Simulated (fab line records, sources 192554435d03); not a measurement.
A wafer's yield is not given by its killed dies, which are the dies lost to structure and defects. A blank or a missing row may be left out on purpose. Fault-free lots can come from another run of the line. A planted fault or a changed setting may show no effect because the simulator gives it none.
A lot that was struck, set against a sound lot + flow n5 finfet + 15 steps out of a route of 1938
Sound: these wafers, L117.1, L117.4, L117.5. Struck: wafers L126.1, L126.2, L126.4. The cause is named last.
At each step with rows: each side's tool, then ch and its chambers, then its first start. Under that, the readings that differ: sound wafers + struck wafers + difference of the means + sigmas: that difference in standard deviations of wafers without a fault.
alike: a reading whose means differ by less than 2 such deviations, as well as words and numbers matching on both sides. not compared: withheld readings; readings where some wafer has no value; bounds like >300 that might hide an equal value; numbers whose values overlap and for which the record gives no deviation.
The two part at a step that has a row with sigmas, a row that says differs or no value, or rows on one side only. Numbers that have no deviation but don't overlap get no sigmas and don't part them. Lack of a reading on every wafer of one side parts them only where that side has two or more wafers.

N5_BEOL_M14_CMP_49: polishes, stops on SiO2, t overpolish 5.2 s, target thk 560 nm.
  sound on cmp-02 ch 0,3, day 11 04:20; struck on cmp-03 ch 0,1,2, day 13 11:41
  alike: barrier field endpoint s, edge zone pressure frac, motor current A, overpolish run s, slurry filter dp kPa, time to endpoint s
N5_BEOL_M14_THK_MEAS_50: measures by xrf.
  sound on film metro-01, day 11 04:38; struck on film metro-01, day 13 11:59
  alike: M14_THK
then, 1 step without rows for these wafers: N5_BEOL_M14_PRE_CLEAN_52 (time 15 s).
N5_BEOL_M14_DEP_53: deposits SiCN from 3MS/NH3, target thk 50 nm, time 17.8 s.
  sound on pecvd-01 ch 0,1, day 11 04:43; struck on pecvd-04 ch 0,1, day 13 12:02
  alike: showerhead plenum p Torr, throttle valve pct
N5_BEOL_M14_RS_MEAS_54: the measuring method here is four-point-probe.
  sound on film metro-01, day 11 04:47; struck on film metro-01, day 13 12:07
  alike: M14_RS
N5_BEOL_M14_INSPECT_55: inspects for defects (darkfield).
  sound on defect inspect-01, day 11 04:49; struck on defect inspect-02, day 13 12:08
  alike: raw defect count
N5_BEOL_M15_ILD_DEP_00: deposits SiO2 from TEOS/O2, target thk 1629.3 nm, time 346.1 s.
  sound on pecvd-04 ch 0, day 11 04:52; struck on pecvd-02 ch 0,1,2, day 13 12:10
  alike: heater power outer w, heater power w, showerhead plenum p Torr, throttle valve pct
N5_BEOL_M15_THK_MEAS_01:
  sound on film metro-01, day 11 05:13; struck on film metro-02, day 13 12:25
  alike: M15_ILD_THK
then, 4 steps without rows for these wafers: N5_BEOL_M15_COAT_58 (time 60 s, resist thk 89 nm); N5_BEOL_M15_COAT_04 (resist thk 800 nm); N5_BEOL_M15_EBR_06; N5_BEOL_M15_SOFTBAKE_05 (time 60 s).
N5_BEOL_M15_EXPOSE_07: exposes mask V14.
  sound on krf scanner-02 ch 0, day 11 05:28; struck on krf scanner-02 ch 0, day 13 12:41
| reading              | sound             | struck            | difference | sigmas |
|----------------------|-------------------|-------------------|------------|--------|
| exposure dose mJ cm2 | 41.18 41.17 41.21 | 40.28 40.32 40.30 | -0.89      | -22    |
  alike: mask
then, 1 step without rows for these wafers: N5_BEOL_M15_PEB_08 (peb time 90 s).
N5_PASSIVATION_PROBE_49:
  the record has rows for the struck wafers here (prober-02, day 14 11:37) and none for the sound ones

WHERE THEY PART
Earliest at N5_BEOL_M15_EXPOSE_07; latest, in this record, at N5_PASSIVATION_PROBE_49.

WHY: what had been put in by the simulator
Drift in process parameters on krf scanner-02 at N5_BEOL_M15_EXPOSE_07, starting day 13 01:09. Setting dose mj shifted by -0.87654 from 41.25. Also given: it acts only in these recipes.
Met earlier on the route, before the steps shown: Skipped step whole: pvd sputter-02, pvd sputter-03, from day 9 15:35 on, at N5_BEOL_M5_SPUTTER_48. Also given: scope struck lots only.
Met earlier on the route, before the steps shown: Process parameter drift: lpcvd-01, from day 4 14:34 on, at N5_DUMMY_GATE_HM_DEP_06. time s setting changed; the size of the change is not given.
